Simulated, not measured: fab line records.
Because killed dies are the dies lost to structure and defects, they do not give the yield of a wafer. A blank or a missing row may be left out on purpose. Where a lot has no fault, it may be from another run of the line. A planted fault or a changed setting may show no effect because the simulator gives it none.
Which of the tools did it?	flow n5Finfet	Sampling: 9 lots, 27 wafers, 5 of 1938 route steps

## WHAT EACH GAUGE READ, for each wafer
N5_BEOL_M4_RC_MEAS_101.
lot	measured	on	DIBL_N (mV/V)
L931	day 8 18:28	prober-01	37.2 38.2 34.9
L934	day 9 15:51	prober-02	36.5 34.8 36.1
L935	day 9 16:14	prober-01	37.1 36.5 36.7
L937	day 10 08:18	prober-02	37.3 36.9 38.4
L938	day 10 14:41	prober-02	35.1 34.4 33.7
L939	day 10 21:17	prober-02	38.7 37.9 35.8
L945	day 12 04:40	prober-01	37.4 37.3 37.6
L946	day 12 13:58	prober-02	36.0 34.9 35.9
L951	day 13 20:34	prober-02	37.5 36.8 38.2

## EACH LOT AND THE TOOL THAT RAN IT (in order: tool; ch and the chambers of the sampled wafers; start)
lot	N5_BEOL_M0_SAQP_DESCUM_45	N5_BEOL_M0_SAQP_ETCH_73	N5_BEOL_M0_SAQP_CUT_ETCH_46	N5_BEOL_M0_SAQP_ALD_48
L931	rieDiel-02 ch 0,1,3, day 6 10:58	rieDiel-02 ch 0,1,3, day 6 11:02	rieDiel-02 ch 0,1,3, day 6 11:04	aldSin-04 ch 0,1,3, day 6 11:16
L934	rieDiel-03 ch 0,3, day 7 07:36	rieDiel-03 ch 0,3, day 7 07:40	rieDiel-03 ch 0,3, day 7 07:43	aldSin-02 ch 1,2, day 7 08:01
L935	rieDiel-03 ch 0,1, day 7 13:24	rieDiel-03 ch 0,1, day 7 13:27	rieDiel-03 ch 0,1, day 7 13:29	aldSin-02 ch 0,1,3, day 7 13:41
L937	rieDiel-05 ch 0,2, day 8 01:36	rieDiel-05 ch 0,2, day 8 01:39	rieDiel-05 ch 0,2, day 8 01:41	aldSin-03 ch 0,2, day 8 01:53
L938	rieDiel-03 ch 1,3, day 8 05:41	rieDiel-03 ch 1,3, day 8 05:44	rieDiel-03 ch 1,3, day 8 05:46	aldSin-03 ch 0,3, day 8 06:49
L939	rieDiel-02 ch 0,2,3, day 8 19:58	rieDiel-02 ch 0,2,3, day 8 20:01	rieDiel-02 ch 0,2,3, day 8 20:03	aldSin-02 ch 0,2, day 8 20:25
L945	rieDiel-02 ch 0,1,2, day 9 20:10	rieDiel-02 ch 0,1,2, day 9 20:13	rieDiel-02 ch 0,1,2, day 9 20:15	aldSin-03 ch 1,2,3, day 9 20:49
L946	rieDiel-02 ch 0,1,2, day 10 08:28	rieDiel-02 ch 0,1,2, day 10 08:31	rieDiel-02 ch 0,1,2, day 10 08:33	aldSin-04 ch 0,2,3, day 10 08:45
L951	rieDiel-05 ch 1,3, day 11 08:34	rieDiel-05 ch 1,3, day 11 08:37	rieDiel-05 ch 1,3, day 11 08:39	aldSin-04 ch 2,3, day 11 08:52
- N5_BEOL_M0_SAQP_DESCUM_45: chemistry O2, time 7 s.
- N5_BEOL_M0_SAQP_ETCH_73: etches SiARC in CF4, target depth 19.5 nm, time 32.5 s.
- N5_BEOL_M0_SAQP_CUT_ETCH_46: etches SOC in N2/H2, target depth 135 nm, overetch 27 nm, time 202.5 s.
- N5_BEOL_M0_SAQP_ALD_48: deposits SiO2, target thk 20 nm, pulse time 1 s, co reactant pulse time 1 s.

## THE ANSWER, worked out from the rows above alone
Rule: what is usual is taken from the lots themselves. The widest of any qualifying gaps counts: lots, ordered by their means at a reading, are off when they make up no more than a third of the lots, leave a main group of 4 or more, and stand apart from it by 3 or more times the standard deviation of that group's means. Not used: any main group whose means are identical at the precision the tables above print for the reading. A lot without any number at a reading at which 4 lots or more have one is off too. Any other lot the step has rows for is counted as sound.
None of the lots is off at any reading shown; this tells nothing.

## WHAT THE SIMULATOR HAD INSERTED
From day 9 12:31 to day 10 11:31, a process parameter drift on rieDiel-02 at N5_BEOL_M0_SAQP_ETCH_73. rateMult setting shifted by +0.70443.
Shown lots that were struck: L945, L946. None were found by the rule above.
